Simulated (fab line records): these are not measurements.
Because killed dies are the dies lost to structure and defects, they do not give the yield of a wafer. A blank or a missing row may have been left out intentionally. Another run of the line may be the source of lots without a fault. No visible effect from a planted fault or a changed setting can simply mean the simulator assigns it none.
fab line records    flow n5_finfet
[record] lots = 4  wafers = 12  last_day = 18
route steps=1938 shown BEOL_M0_SAQP@671 BEOL_M4@1111
lots that met no fault: from a run of the same line without faults
start_h: hours from the record's first day to the start of the lot's first wafer shown    wait_h: hours from the lot's prior step to this one    " repeats the value in the row above    L1.1+2: a single row standing in for several wafers    - no value present, or no start provided    * or withheld: withheld    < > ~ a bound
route shown NAME@n: a module of which the file shows steps, and the number in the route of the first    usual: mean/standard deviation taken from wafers without a fault    same: alike in all rows    chamber/n: place in a boat    sites: per-site readings    _std_site: their standard deviation    _edge_site: the outer-site mean with the inner-site mean subtracted    radius_mm: how far each site lies from the wafer's centre    mask NAME#n: copy n    behind: the tool/chamber that last shaped the wafer    hold: why the lot went on hold/how many hours it stayed there/how the hold came to an end    device: transistor that didn't switch, given as n, p or np    end of line: tests run on the same wafers once the route is complete    a step without rows: its recipe alone    killed: the dies lost at the first sort to structure and to defects; this is not the yield of the wafer    map: per-die view of a wafer (x killed, . not killed, _ where there is no die)
set.NAME: the run value of the setting; set.NAME@STEP: its run value at that earlier step    model.NAME: the simulator's own value behind a step, which no gauge read
certain route steps with their lots: each step a table, each wafer a row
services: when a tool's chamber went out of use (start_h, in hours from the record's first day, below 0 if earlier), for how many hours, and the reason
[[steps]]
[step N5_BEOL_M0_SAQP_COAT_105]
[recipe] resist = SOC  temp_c = 250  time_s = 60  spin_rpm = 1500  resist_thk_nm = 100
[step N5_BEOL_M0_SAQP_ETCH_106]
[recipe] chemistry = N2/H2  target = SOC  target_depth_a = 1500  stop_on = SiNx  ion_energy_ev = 100  bias_w = 61  pressure_mtorr = 30  source_w = 850  n2_flow_sccm = 200  h2_flow_sccm = 200
[step N5_BEOL_M0_SAQP_ETCH_107]
[recipe] chemistry = CH3F/O2  target = SiNx  target_depth_a = 300  mask_material = SOC  pressure_mtorr = 30  source_w = 395  bias_w = 73  Ar_flow_sccm = 150  CH3F_flow_sccm = 30  O2_flow_sccm = 20  ion_energy_ev = 120
[step N5_BEOL_M0_SAQP_STRIP_108]
[recipe] chemistry = N2/H2  power_w = 500  temp_c = 40  pressure_mtorr = 50  rf_frequency_hz = 6e+07  overash_fraction = 0.3  bias_power_w = 28  h2_frac = 0.5  n2_flow_sccm = 300  h2_flow_sccm = 300
[step N5_BEOL_M0_SAQP_RECESS_109]
[recipe] chemistry = HF/NH3  target = SiO2  target_depth_a = 30  afs_cycles = 1  temp_c = 30  sublimation_temp_c = 180  sublimation_time_s = 60
[step N5_BEOL_M0_SAQP_SPACER2_ALD_26]
[recipe] material = SiO2  target_thk_a = 150  temp_c = 300  ald_precursor_family = BDEAS  ald_co_reactant = O2-plasma  pulse_time_s = 1  purge_time_s = 2  co_reactant_purge_time_s = 2  pressure_torr = 2
[step N5_BEOL_M0_SAQP_SPACER2_ETCHBACK_27]
[recipe] chemistry = CHF3/O2  mode = anisotropic_etchback  target = SiO2  target_depth_a = 225  time_s = 11.25  pressure_mtorr = 30  source_w = 650  bias_w = 170  Ar_flow_sccm = 200  CHF3_flow_sccm = 50  O2_flow_sccm = 5  ion_energy_ev = 200
[step N5_BEOL_M0_SAQP_MANDREL2_REMOVE_110]
[recipe] chemistry = HBr/Cl2/O2  bt_time_s = 10  target = a-Si  stop_on = SiCN  endpoint = OES-SiCl  over_etch_frac = 1  icp_w = 600  bias_w = 30  HBr_flow_sccm = 150  Cl2_flow_sccm = 80  O2_flow_sccm = 5  pressure_mtorr = 10
[step N5_BEOL_M0_SAQP_COAT_69]
[recipe] resist = SOC  temp_c = 250  time_s = 60  spin_rpm = 1500  resist_thk_nm = 90
[step N5_BEOL_M0_SAQP_COAT_72]
[recipe] resist = SiARC  temp_c = 220  time_s = 60  spin_rpm = 1500  resist_thk_nm = 15
[step N5_BEOL_M0_SAQP_COAT_87]
[recipe] resist = underlayer  temp_c = 205  time_s = 60  spin_rpm = 1500  resist_thk_nm = 5
[step N5_BEOL_M0_SAQP_COAT_34]
[recipe] resist = CAR-EUV  spin_rpm = 1500  resist_thk_nm = 30
[usual] dispense_pressure_kPa = 52/5.1  spin_speed_rpm = 1500.1/0.87
lot.wafer  tool            chamber  start_h  wait_h  dispense_pressure_kPa  spin_speed_rpm  model.CAR-EUV_of_BEOL_M0_SAQP_COAT_34.thk_nm
L490.1     litho_track-02  0        159.36   -       58                     1426.5          30.6
L490.2     "               0        "        "       58                     1426.9          30.8
L490.4     "               0        "        "       58                     1427.5          30.6
L493.2     litho_track-02  0        175.91   -       58                     1428.1          30.8
L493.4     "               0        "        "       58                     1427.2          30.6
L493.5     "               0        "        "       58                     1426.6          30.8
L501.2     litho_track-04  0        227.09   -       46                     1500.8          30
L501.4     "               0        "        "       46                     1500.4          30
L501.6     "               0        "        "       46                     1499.8          30
L505.1     litho_track-02  0        250.64   -       58                     1500.1          30
L505.2     "               0        "        "       58                     1499.8          30
L505.4     "               0        "        "       58                     1498.6          30
[step N5_BEOL_M0_SAQP_EBR_36]
[recipe] solvent = PGMEA  ebr_width_mm = 1.5
[step N5_BEOL_M0_SAQP_SOFTBAKE_35]
[recipe] temp_c = 110  time_s = 60  resist = CAR-EUV
[step N5_BEOL_M0_SAQP_EXPOSE_37]
[recipe] mask_id = M0_CUT1  na = 0.33  source_shape = annular  sigma_inner = 0.35  sigma_outer = 0.8  polarization = unpolarized  target_cd_nm = 30  dose_mj = 44.75
[step N5_BEOL_M0_SAQP_PEB_38]
[recipe] peb_temp_c = 100  peb_time_s = 60  resist = CAR-EUV
[step N5_BEOL_M0_SAQP_DEVELOP_39]
[recipe] develop_time_s = 30  developer = TMAH  resist = CAR-EUV  rinse_liquid = surfactant_rinse  dry = air_spin  dev_temp_c = 23
[step N5_BEOL_M0_SAQP_DESCUM_45]
[recipe] chemistry = O2  time_s = 7  source_power_w = 50  bias_power_w = 20  pressure_mtorr = 20  rf_frequency_hz = 2.712e+07  temp_c = 40  resist = CAR-EUV  o2_flow_sccm = 225
[usual] chamber_pressure_mTorr = 20.000/0.018  drypump_motor_current_A = 5.39/0.28  oes_product_au = 0.77/0.096  rf_vpp_V = 243.5/1.1  showerhead_plenum_p_Torr = 2.12/0.05  throttle_valve_pct = 20.41/0.22
lot.wafer  tool         chamber  start_h  wait_h  chamber_pressure_mTorr  drypump_motor_current_A  oes_product_au  rf_hours_counter_h  rf_vpp_V  showerhead_plenum_p_Torr  throttle_valve_pct  model.CAR-EUV_of_BEOL_M0_SAQP_COAT_34.thk_nm
L490.1     rie_diel-05  1        160.64   0.8     19.992                  5.45                     0.94            16                  242.3     2.06                      20.02               26.8
L490.2     "            3        "        "       19.993                  5.32                     0.75            151                 243.7     2.09                      20.45               26.8
L490.4     "            3        "        "       20.045                  5.33                     0.75            -                   242.8     2.09                      20.43               26.8
L493.2     rie_diel-06  0        176.42   0.0     20.010                  5.10                     0.73            148                 244.8     2.19                      20.38               27
L493.4     "            2        "        "       20.009                  5.91                     0.74            -                   242.8     2.09                      20.81               26.6
L493.5     "            0        "        "       20.009                  5.08                     0.74            -                   244.1     2.19                      20.38               26.8
L501.2     rie_diel-05  2        227.48   0.0     20.033                  5.69                     0.91            20                  243.3     2.13                      20.11               26
L501.4     "            3        "        "       19.994                  5.32                     0.73            175                 241.7     2.08                      20.49               26.2
L501.6     "            3        "        "       19.968                  5.31                     0.72            -                   242.1     2.08                      20.48               26
L505.1     rie_diel-05  3        251.03   0.0     19.994                  5.33                     0.72            181                 243.0     2.08                      20.47               26.2
L505.2     "            2        "        "       20.032                  5.72                     0.89            26                  244.0     2.13                      20.12               26
L505.4     "            1        "        "       19.995                  5.44                     0.89            46                  243.4     2.05                      20.05               26.2
[step N5_BEOL_M0_SAQP_ETCH_88]
[recipe] chemistry = N2/H2  target = underlayer  target_depth_a = 65  time_s = 5.2  ion_energy_ev = 200  mask_material = CAR-EUV  pressure_mtorr = 30  source_w = 840  bias_w = 150  n2_flow_sccm = 200  h2_flow_sccm = 200  ends = cleared
[step N5_BEOL_M4_RC_MEAS_101]
[usual] DIBL_N = 36.4/1.7  DIBL_P = 36.4/2.1  IOFF_N = 0.16/0.035  IOFF_P = 0.21/0.035  ION_N = 680/11  ION_P = 465/6.8  SS_N = 71.5/0.58  SS_P = 73.2/0.72  VT_N = 249/3.6  VT_P = -250/3.1
lot.wafer  tool       chamber  start_h  wait_h  DIBL_N[mV/V]  DIBL_P[mV/V]  IOFF_N[nA/um]  IOFF_P[nA/um]  ION_N[uA/um]  ION_P[uA/um]  SS_N[mV/dec]  SS_P[mV/dec]  VT_N[mV]  VT_P[mV]
L490.1     prober-02  0        214.89   0.6     36.7          36.4          0.16           0.20           676           465           71.1          73.1          248       -253
L490.2     "          0        "        "       34.7          34.5          0.13           0.17           670           457           71.3          72.2          254       -256
L490.4     "          0        "        "       37.1          37.6          0.19           0.22           702           473           71.4          73.8          248       -252
L493.2     prober-02  0        233.23   0.2     38.1          39.4          0.18           0.22           674           461           71.9          73.7          248       -250
L493.4     "          0        "        "       35.0          36.0          0.14           0.18           674           461           71.0          72.9          251       -251
L493.5     "          0        "        "       35.5          35.8          0.13           0.17           674           462           70.5          74.0          253       -252
L501.2     prober-01  0        296.90   0.2     40.0          37.8          0.22           0.26           697           471           72.5          74.2          245       -247
L501.4     "          0        "        "       36.0          32.5          0.14           0.18           663           458           71.5          72.3          251       -254
L501.6     "          0        "        "       36.9          34.8          0.17           0.21           686           470           71.1          73.2          246       -251
L505.1     prober-01  0        309.46   0.0     37.1          37.3          0.17           0.24           685           471           71.3          73.8          249       -247
L505.2     "          0        "        "       37.0          36.5          0.16           0.23           674           461           71.4          73.7          250       -248
L505.4     "          0        "        "       36.6          35.0          0.15           0.21           668           462           71.9          73.1          251       -250
[[services]]
tool         chamber  start_h  hours  kind
rie_diel-05  2        156.15   -      clean
rie_diel-05  2        156.15   -      consumable_replace:focus_ring
rie_diel-05  2        156.15   14.8   scheduled_down
rie_diel-05  2        156.15   14.8   vent_cycle
rie_diel-06  0        169.70   4.3    repair
rie_diel-06  1        173.98   -      clean
rie_diel-06  1        173.98   -      consumable_replace:focus_ring
rie_diel-06  1        173.98   20.7   scheduled_down
rie_diel-06  1        173.98   20.7   vent_cycle
rie_diel-05  0        183.06   -      clean
rie_diel-05  0        183.06   -      consumable_replace:focus_ring
rie_diel-05  0        183.06   30.2   scheduled_down
rie_diel-05  0        183.06   30.2   vent_cycle
rie_diel-05  -        184.13   1.2    repair
rie_diel-06  3        226.39   4.2    repair
rie_diel-06  2        227.03   16.7   repair
[[key]]
[first_sign] step = N5_BEOL_M0_SAQP_COAT_34  reading = spin_speed_rpm  direction = down  sigmas = 84  usual = *  struck = *
effect none on later readings
[model_effect] step = N5_BEOL_M0_SAQP_COAT_34  value = CAR-EUV_of_BEOL_M0_SAQP_COAT_34.thk_nm  without = 30  struck = 30.7
[model_effect] step = N5_BEOL_M0_SAQP_DESCUM_45  value = CAR-EUV_of_BEOL_M0_SAQP_COAT_34.thk_nm  without = 26.07  struck = 26.8
met_at N5_BEOL_M0_SAQP_COAT_34
struck_wafers L490.1,L490.2,L490.4,L493.2,L493.4,L493.5
[fault] kind = process_parameter_drift  tool = litho_track-02  chamber = -  onset_h = 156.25  steps = N5_BEOL_M0_SAQP_COAT_34  channel = spin_rpm  offset = *  shape = step  end_h = 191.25  acts_in = *  stated = *
